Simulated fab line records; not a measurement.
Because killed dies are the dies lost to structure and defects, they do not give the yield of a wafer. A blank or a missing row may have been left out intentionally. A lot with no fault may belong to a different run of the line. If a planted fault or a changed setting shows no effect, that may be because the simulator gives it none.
fab line records	flow nand-harc
[record] lots = 13	wafers = 39	last-day = 33
route steps=1302 shown P_CONTACT@252 P_M0@267 END@1302
lots with no fault: from the same line, run without faults
start-h: the number of hours between the record's first day and the start of the first shown wafer of the lot	wait-h: how many hours have passed since the lot's step before this one	" as in the row above	L1.1+2: several wafers, shown together as one row	- no value present, or no start provided	* or withheld: withheld	< > ~ a bound
route shown NAME@n: NAME is a module with steps in the file, n the number in the route of the first one	usual: mean/standard deviation taken from wafers without a fault	same: alike in all rows	chamber/n: place in a boat	sites: the reading at each site	_std_site: standard deviation of those values	_edge_site: mean of outer sites minus mean of inner sites	radius-mm: for every site, how far away it sits from the centre of the wafer	mask NAME#n: copy n	behind: the tool/chamber that last shaped the wafer	hold: cause of the lot's hold/its duration in hours/its outcome	device: the n, p or np transistor that did not switch	end of line: the same wafers' tests at the end of the route	a step with no rows: only its recipe	killed: the dies lost at the first sort to structure and to defects; this is not the yield of the wafer	map: shows each die of a wafer: x if killed, . if not, _ if none is there
set.NAME: the setting the step ran with; set.NAME@STEP: the setting that earlier step ran with	model.NAME: the simulator's own value behind a step, which no gauge read
the route's steps for a sample of lots (tables are steps, rows are wafers)
services: when a tool's chamber went out of use (start-h, in hours from the record's first day, below 0 if earlier), for how many hours, and the reason
[[steps]]
[step NHARC_P_CONTACT_INSPECT_27]
[usual] raw-defect-count = 300/150
lot.wafer	tool	chamber	start-h	wait-h	raw-defect-count
L755.1	defect-inspect-02	-	131.55	0.1	173
L755.4	"	-	"	"	206
L755.6	"	-	"	"	270
L756.2	defect-inspect-01	-	136.49	0.1	239
L756.5	"	-	"	"	292
L756.6	"	-	"	"	142
L758.2	defect-inspect-02	-	157.02	0.1	227
L758.4	"	-	"	"	308
L758.6	"	-	"	"	285
L760.1	defect-inspect-01	-	169.13	0.1	354
L760.2	"	-	"	"	657
L760.3	"	-	"	"	459
L768.1	defect-inspect-01	-	260.26	0.1	181
L768.4	"	-	"	"	180
L768.6	"	-	"	"	169
L770.1	defect-inspect-02	-	278.12	0.1	407
L770.3	"	-	"	"	287
L770.6	"	-	"	"	202
L771.2	defect-inspect-01	-	297.29	0.1	440
L771.3	"	-	"	"	279
L771.6	"	-	"	"	164
L773.4	defect-inspect-02	-	306.52	0.1	178
L773.5	"	-	"	"	246
L773.6	"	-	"	"	271
L774.2	defect-inspect-02	-	314.53	0.1	299
L774.3	"	-	"	"	361
L774.6	"	-	"	"	347
L776.3	defect-inspect-02	-	336.20	0.1	138
L776.5	"	-	"	"	261
L776.6	"	-	"	"	297
L775.1	defect-inspect-02	-	336.33	0.1	184
L775.3	"	-	"	"	158
L775.4	"	-	"	"	228
L777.2	defect-inspect-01	-	338.29	0.1	159
L777.3	"	-	"	"	181
L777.4	"	-	"	"	257
L778.1	defect-inspect-01	-	350.72	0.1	605
L778.2	"	-	"	"	618
L778.5	"	-	"	"	1046
[step NHARC_P_M0_ETCH_34]
[recipe] target-depth-a = 400	overetch-a = 120	time-s = 43.94	ion-energy-ev = 200	n2-flow-sccm = 150	h2-flow-sccm = 150	ar-flow-sccm = 0	rf-w = 400	bias-w = 150	chemistry = N2/H2
[usual] drypump-motor-current-A = 5.7/0.45	oes-product-au = 0.998/0.014	rf-vpp-V = 430.6/3	showerhead-plenum-p-Torr = 2.04/0.1	throttle-valve-pct = 14.171/0.008
lot.wafer	tool	chamber	start-h	wait-h	drypump-motor-current-A	oes-product-au	rf-hours-counter-h	rf-vpp-V	showerhead-plenum-p-Torr	throttle-valve-pct
L755.4	rie-diel-04	0	132.75	0.1	6.1	0.984	16	427.4	1.94	14.175
L755.1	"	2	"	"	5.6	1.010	16	433.6	2.15	14.182
L755.6	"	0	"	"	6.1	0.988	-	426.5	1.94	14.180
L756.2	rie-diel-04	1	137.67	0.1	6.2	1.012	16	435.0	2.16	14.171
L756.6	"	0	"	"	6.1	0.989	-	428.6	1.94	14.166
L756.5	"	1	"	"	6.2	1.000	-	433.2	2.16	14.162
L758.4	rie-diel-04	2	158.19	0.1	5.6	0.995	23	433.8	2.15	14.174
L758.2	"	3	"	"	4.9	1.020	21	427.8	1.97	14.159
L758.6	"	2	"	"	5.6	1.002	-	433.2	2.15	14.169
L760.3	rie-diel-04	1	170.32	0.1	6.2	1.003	24	435.3	2.16	14.185
L760.1	"	2	"	"	5.6	0.810	25	435.2	2.15	14.171
L760.2	"	3	"	"	4.8	0.821	23	429.2	1.96	14.165
L768.4	rie-diel-04	3	261.84	0.1	4.8	1.002	8	428.8	1.96	14.163
L768.1	"	0	"	"	6.1	1.027	8	427.4	1.94	14.162
L768.6	"	3	"	"	4.8	0.998	-	429.1	1.96	14.161
L770.1	rie-diel-04	3	279.44	0.1	4.8	0.999	12	428.7	1.96	14.184
L770.3	"	0	"	"	6.1	1.019	12	426.9	1.94	14.169
L770.6	"	3	"	"	4.8	0.994	-	430.9	1.96	14.172
L771.2	rie-diel-04	1	298.61	0.1	6.2	0.986	15	432.6	2.15	14.177
L771.3	"	2	"	"	5.6	1.001	12	432.7	2.14	14.160
L771.6	"	3	"	"	4.8	1.005	-	426.9	1.96	14.165
L773.4	rie-diel-04	0	307.69	0.1	6.1	1.026	16	425.8	1.94	14.160
L773.5	"	0	"	"	6.1	1.024	-	428.9	1.94	14.170
L773.6	"	1	"	"	6.2	0.980	-	434.6	2.15	14.179
L774.3	rie-diel-02	2	315.78	0.1	5.9	1.006	31	432.8	2.13	14.175
L774.2	"	1	"	"	5.6	0.983	30	425.6	1.89	14.168
L774.6	"	3	"	"	5.2	0.990	-	431.0	2.07	14.180
L776.3	rie-diel-02	1	337.38	0.1	5.6	0.986	38	425.6	1.89	14.185
L776.5	"	3	"	"	5.3	0.994	-	431.1	2.06	14.175
L776.6	"	0	"	"	5.8	0.991	-	426.6	1.91	14.174
L775.1	rie-diel-04	1	337.56	0.1	6.1	0.974	23	434.7	2.15	14.173
L775.3	"	2	"	"	5.6	0.988	20	432.8	2.14	14.172
L775.4	"	3	"	"	4.8	0.986	17	428.7	1.96	14.167
L777.4	rie-diel-04	3	339.47	0.1	4.8	0.976	17	428.0	1.96	14.160
L777.3	"	0	"	"	6.1	1.023	22	428.4	1.93	14.174
L777.2	"	1	"	"	6.2	0.976	23	432.9	2.15	14.176
L778.1	rie-diel-04	1	351.77	0.1	6.2	0.975	26	432.5	2.15	14.169
L778.2	"	2	"	"	5.6	0.992	22	434.4	2.14	14.164
L778.5	"	2	"	"	5.6	0.990	-	431.8	2.14	14.172
[step NHARC_P_M0_CD_MEAS_16]
[usual] cd-nm = 90.1/1.1
lot.wafer	tool	chamber	start-h	wait-h	cd-nm
L755.1	cd-sem-03	-	132.96	-	90.9
L755.4	"	-	"	"	89.6
L755.6	"	-	"	"	90.1
L756.2	cd-sem-01	-	137.88	-	89.3
L756.5	"	-	"	"	89.7
L756.6	"	-	"	"	90.3
L758.2	cd-sem-02	-	158.52	-	91.1
L758.4	"	-	"	"	90.7
L758.6	"	-	"	"	89.9
L760.1	cd-sem-01	-	170.53	-	91.4
L760.2	"	-	"	"	89.6
L760.3	"	-	"	"	93.0
L768.1	cd-sem-02	-	262.05	-	88.7
L768.4	"	-	"	"	89.8
L768.6	"	-	"	"	88.4
L770.1	cd-sem-01	-	279.65	-	91.6
L770.3	"	-	"	"	90.0
L770.6	"	-	"	"	89.5
L771.2	cd-sem-02	-	298.82	-	91.7
L771.3	"	-	"	"	88.8
L771.6	"	-	"	"	89.2
L773.4	cd-sem-03	-	307.91	-	89.2
L773.5	"	-	"	"	90.1
L773.6	"	-	"	"	90.9
L774.2	cd-sem-01	-	316.00	-	90.4
L774.3	"	-	"	"	89.9
L774.6	"	-	"	"	89.1
L776.3	cd-sem-01	-	337.59	-	90.5
L776.5	"	-	"	"	88.9
L776.6	"	-	"	"	89.0
L775.1	cd-sem-02	-	337.77	-	92.3
L775.3	"	-	"	"	90.9
L775.4	"	-	"	"	91.1
L777.2	cd-sem-03	-	339.68	-	91.5
L777.3	"	-	"	"	90.2
L777.4	"	-	"	"	90.1
L778.1	cd-sem-01	-	351.98	-	91.5
L778.2	"	-	"	"	90.3
L778.5	"	-	"	"	90.5
[step NHARC_P_M0_CMP_23]
[recipe] t-overpolish-s = 20	target-thk-nm = 117.54
[usual] motor-current-A = 12.3/1.4	retaining-ring-pressure-frac = 1.000/0.005	time-to-endpoint-s = 29/3.7
lot.wafer	tool	chamber	start-h	wait-h	motor-current-A	retaining-ring-pressure-frac	time-to-endpoint-s
L755.4	cmp-02	0	134.65	-	11.4	0.995	27
L755.1	"	1	"	"	14.0	1.002	29
L755.6	"	1	"	"	13.4	1.008	30
L756.2	cmp-02	3	139.64	-	12.3	0.998	31
L756.6	"	1	"	"	13.0	0.998	33
L756.5	"	2	"	"	11.6	1.003	34
L758.2	cmp-03	1	160.22	-	14.5	1.003	39
L758.4	"	0	"	"	13.4	1.004	30
L758.6	"	2	"	"	12.2	0.999	31
L760.1	cmp-02	1	172.22	-	12.8	0.994	32
L760.2	"	3	"	"	11.8	1.008	29
L760.3	"	0	"	"	10.6	1.001	30
L768.1	cmp-01	0	263.78	-	11.7	0.998	21
L768.4	"	2	"	"	11.6	1.000	20
L768.6	"	0	"	"	11.4	1.001	21
L770.1	cmp-03	0	281.35	-	13.5	0.999	25
L770.3	"	1	"	"	15.3	1.006	34
L770.6	"	0	"	"	13.8	0.996	28
L771.3	cmp-03	2	300.51	-	13.2	0.992	25
L771.2	"	3	"	"	10.9	1.003	27
L771.6	"	3	"	"	10.8	0.998	26
L773.4	cmp-02	2	309.71	-	11.5	1.002	32
L773.6	"	3	"	"	11.5	1.006	28
L773.5	"	0	"	"	10.9	1.002	27
L774.2	cmp-01	1	317.89	-	11.2	1.004	26
L774.3	"	0	"	"	11.7	0.993	23
L774.6	"	1	"	"	11.6	1.003	26
L776.3	cmp-01	1	339.29	-	11.3	0.990	26
L776.6	"	1	"	"	10.6	0.997	29
L776.5	"	2	"	"	11.8	0.992	24
L775.1	cmp-02	3	339.62	-	11.6	0.991	27
L775.4	"	0	"	"	10.3	0.999	25
L775.3	"	1	"	"	13.3	1.000	29
L777.2	cmp-01	1	341.38	-	11.4	1.000	28
L777.3	"	2	"	"	11.6	0.996	25
L777.4	"	0	"	"	11.9	0.996	27
L778.1	cmp-01	0	353.77	-	12.4	0.995	24
L778.2	"	1	"	"	11.2	0.997	24
L778.5	"	3	"	"	15.2	1.002	29
[step NHARC_END_SORT_01]
[recipe] temp-c = 25
[usual] defect-limited-yield = 90/3.4	killed-at-array = 61/24	killed-at-other = 1.2/1.3	killed-at-periphery = 3.7/2.6	killed-dies = 66/23	killed-open = 3.3/1.8	killed-short = 2.4/1.6
[same] gross-dies = 677
lot.wafer	tool	chamber	start-h	wait-h	defect-limited-yield[%]	killed-at-array	killed-at-other	killed-at-periphery	killed-dies	killed-open	killed-short
L775.1	prober-02	0	772.39	2.5	87	88	0	3	91	3	1
L774.2	prober-01	0	777.94	2.8	94	29	2	9	40	4	1
L774.3	prober-01	0	778.73	3.1	94	22	3	14	39	4	3
L774.6	prober-01	0	781.12	4.0	93	34	4	7	45	1	2
L778.1	prober-02	0	788.04	2.5	95	23	3	5	31	2	2
L778.2	prober-02	0	788.84	2.8	96	23	2	2	27	7	0
L778.5	prober-02	0	791.25	3.7	95	25	3	3	31	2	3
// killed by level:class
L775.1 A_SLIT:chamber-film-flake=26 A_CHANNEL_HOLE_D2:chamber-film-flake=23 A_CHANNEL_HOLE_D1:chamber-film-flake=18 A_STAIRCASE:chamber-film-flake=8 A_CONTACT:chamber-film-flake=6 A_ZERO_WELL:chamber-film-flake=3 P_CONTACT:geometric-particle:open=1 P_M0:geometric-particle:open=1
L774.2 A_CHANNEL_HOLE_D1:chamber-film-flake=15 P_STI:chamber-film-flake=5 A_SLIT:chamber-film-flake=4 P_GATE:chamber-film-flake=3 A_CHANNEL_FILL_D2:chamber-film-flake=2 A_STAIRCASE:chamber-film-flake=2 P_M1:geometric-particle:open=1 A_ONON_D1:geometric-particle:short=1
L774.3 P_STI:chamber-film-flake=9 A_CHANNEL_HOLE_D1:chamber-film-flake=7 A_SLIT:chamber-film-flake=6 P_GATE:chamber-film-flake=2 A_CHANNEL_FILL_D2:chamber-film-flake=2 A_STAIRCASE:chamber-film-flake=2 THIN_TSV:chamber-film-flake=2 P_CONTACT:geometric-particle:short=1
L774.6 A_CHANNEL_HOLE_D1:chamber-film-flake=15 A_SLIT:chamber-film-flake=8 P_STI:chamber-film-flake=5 THIN_TSV:chamber-film-flake=4 A_CHANNEL_FILL_D2:chamber-film-flake=3 P_GATE:chamber-film-flake=2 A_DECK1_JOINT:chamber-film-flake=2 A_STAIRCASE:chamber-film-flake=2
L778.1 A_SLIT:chamber-film-flake=5 A_CONTACT:chamber-film-flake=5 A_STAIRCASE:chamber-film-flake=4 A_CHANNEL_FILL_D2:chamber-film-flake=3 THIN_TSV:chamber-film-flake=3 P_GATE:chamber-film-flake=2 P_M1:geometric-particle:open=1 A_WL_FILL:geometric-particle:short=1
L778.2 A_SLIT:chamber-film-flake=10 A_CONTACT:chamber-film-flake=3 A_M0:geometric-particle:open=2 THIN_TSV:chamber-film-flake=2 P_STI:geometric-particle:open=1 P_M0:geometric-particle:open=1 A_CHANNEL_FILL_D1:geometric-particle:open=1 A_DECK1_JOINT:geometric-particle:open=1
L778.5 A_SLIT:chamber-film-flake=7 A_DECK1_JOINT:chamber-film-flake=3 A_DECK1_JOINT:geometric-particle:short=2 P_GATE:chamber-film-flake=2 A_CHANNEL_HOLE_D1:chamber-film-flake=2 A_CHANNEL_FILL_D2:chamber-film-flake=2 A_STAIRCASE:chamber-film-flake=2 A_CONTACT:chamber-film-flake=2
[[services]]
tool	chamber	start-h	hours	kind
cmp-03	-	108.88	0.5	repair
cmp-01	-	138.83	3.7	repair
cmp-02	-	144.52	4.0	pm
cmp-03	-	162.14	4.0	pm
cmp-01	-	168.25	0.5	repair
cmp-01	-	169.58	1.6	repair
cmp-01	-	177.18	1.2	repair
rie-diel-04	-	177.90	9.0	pm
cmp-01	-	185.50	4.0	pm
rie-diel-04	1	194.10	2.2	repair
rie-diel-04	-	225.55	11.8	repair
cmp-03	-	235.87	3.0	repair
rie-diel-04	2	240.65	8.9	repair
cmp-02	-	241.66	2.0	repair
cmp-02	-	243.69	4.0	pm
cmp-03	-	260.14	4.0	pm
rie-diel-04	-	260.25	0.3	repair
cmp-01	-	271.92	0.4	repair
cmp-02	-	283.40	17.6	repair
cmp-01	-	283.50	4.0	pm
cmp-01	-	310.15	0.8	repair
rie-diel-04	3	324.92	12.1	repair
cmp-01	-	331.86	1.0	repair
cmp-02	-	341.69	4.0	pm
[[key]]
[first-sign] step = NHARC_P_M0_ETCH_34	reading = oes-product-au	direction = down	sigmas = 13	usual = 0.998	struck = 0.815
effect none on later readings
met-at NHARC_P_M0_ETCH_34
struck-lots L760
struck-wafers L760.1,L760.2
not-acting-at NHARC_P_CONTACT_INSPECT_27,NHARC_P_M0_CD_MEAS_16,NHARC_P_M0_CMP_23
onset-between 158.19 170.32
[fault] kind = process-parameter-drift	tool = rie-diel-04	chamber = -	onset-h = 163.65	steps = NHARC_P_M0_ETCH_34	channel = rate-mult	offset = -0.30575	shape = step	end-h = 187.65	scope = struck-wafers-only
